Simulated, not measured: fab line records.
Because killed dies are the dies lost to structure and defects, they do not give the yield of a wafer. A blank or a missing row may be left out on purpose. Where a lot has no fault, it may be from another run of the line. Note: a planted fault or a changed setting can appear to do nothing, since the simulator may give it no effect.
3 desks looking at one fault | flow n5-finfet | only its own numbers are on each desk; what lay behind them is given at the end

AT THE METROLOGY DESK
Lot by lot, what the gauges showed, no matter which tool ran the lot: averages of those sampled wafers that carry a number. If a lot's mean is further than 4 standard deviations from the usual mean, the lot is out of limits and carries the mark OUT (the distance appears in the brackets). Only the readings that lie furthest out on some lot appear, 7 of the 11 it has.
Columns: A = DIBL_N at N5_BEOL_M4_RC_MEAS_101, usual 37.4 mV/V; B = DIBL_P at N5_BEOL_M4_RC_MEAS_101, usual 37.8 mV/V; C = IOFF_N at N5_BEOL_M4_RC_MEAS_101, usual 0.19 nA/um; D = ION_N at N5_BEOL_M4_RC_MEAS_101, usual 682 uA/um; E = ION_P at N5_BEOL_M4_RC_MEAS_101, usual 467 uA/um; F = SS_P at N5_BEOL_M4_RC_MEAS_101, usual 73.6 mV/dec; G = VT_N at N5_BEOL_M4_RC_MEAS_101, usual 247 mV
lot  | first seen here | A    | B    | C    | D   | E   | F    | G
L978 | day 6 02:22     | 39.7 | 38.5 | 0.24 | 698 | 472 | 73.8 | 243
L986 | day 8 05:05     | 39.7 | 40.3 | 0.24 | 706 | 476 | 74.1 | 243
L987 | day 8 10:16     | 37.7 | 37.9 | 0.20 | 702 | 482 | 73.2 | 244
L990 | day 9 07:35     | 38.7 | 38.8 | 0.20 | 681 | 469 | 74.1 | 248
L995 | day 10 13:46    | 36.4 | 34.2 | 0.13 | 654 | 452 | 72.5 | 254
L999 | day 11 15:28    | 37.1 | 37.2 | 0.19 | 682 | 471 | 73.7 | 247
Result from this desk: across the 6 lots, nothing is out of limits.

THE TOOL OWNER'S DESK: ald-sin-01
The tool's own readings at N5_BEOL_M0_SAQP_SPACER1_ALD_98 (deposits SiO2, target thk 12.8 nm, pulse time 1 s, purge time 2 s): means of the sampled wafers that have a number, for each lot that ran on this tool. If a lot's mean is further than 4 standard deviations from the usual mean, the lot is out of limits and carries the mark OUT (the distance appears in the brackets).
Columns: A = chamber-pressure-Torr at N5_BEOL_M0_SAQP_SPACER1_ALD_98, usual 2.000 Torr; B = heater-power-w at N5_BEOL_M0_SAQP_SPACER1_ALD_98, usual 460 W; C = precursor-pulse-height-rel at N5_BEOL_M0_SAQP_SPACER1_ALD_98, usual 1.002; D = susceptor-temp-C at N5_BEOL_M0_SAQP_SPACER1_ALD_98, usual 299.98 C
lot  | first seen here | A     | B   | C     | D
L986 | day 8 04:16     | 1.996 | 483 | 1.028 | 315.73 (+87) OUT
L987 | day 8 09:36     | 1.997 | 530 | 0.996 | 315.78 (+88) OUT
L999 | day 11 14:47    | 2.002 | 443 | 0.994 | 299.98
This desk finds L986, L987 out of limits, L986 being first, at day 8 04:16 (susceptor-temp-C at N5_BEOL_M0_SAQP_SPACER1_ALD_98). In limits: L999.

THE DEFECT DESK
Inspection counts along the route, by lot: the mean over sampled wafers that carry a number. If a lot's mean is further than 4 standard deviations from the usual mean, the lot is out of limits and carries the mark OUT (the distance appears in the brackets).
Columns: A = raw-defect-count at N5_BEOL_M0_SAQP_INSPECT_16, usual 473
lot  | first seen here | A
L978 | day 6 00:17     | 449
L986 | day 8 02:05     | 512
L987 | day 8 07:41     | 373
L990 | day 9 05:59     | 550
L995 | day 10 10:19    | 536
L999 | day 11 13:41    | 398
Result from this desk: across the 6 lots, nothing is out of limits.

BROUGHT TOGETHER
An alarm could have come from the tool owner's desk at day 8 04:16, on L986, L987.
Metrology desk: nothing out of limits seen.
The defect desk saw nothing out of limits.
The metrology desk holds a record of L986, L987, inside its limits.
The defect desk has L986, L987 on record, within its limits.
Of the lots named, all ran N5_BEOL_M0_SAQP_SPACER1_ALD_98 on ald-sin-01.

WHAT WAS PUT IN BY THE SIMULATOR
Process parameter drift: ald-sin-01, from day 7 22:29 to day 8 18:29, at N5_BEOL_M0_SAQP_SPACER1_ALD_98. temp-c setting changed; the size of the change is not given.
Shown lots that were struck: L986, L987.
Delay in hours, fault start to first out-of-limits reading, by desk: the tool owner's desk at 6.
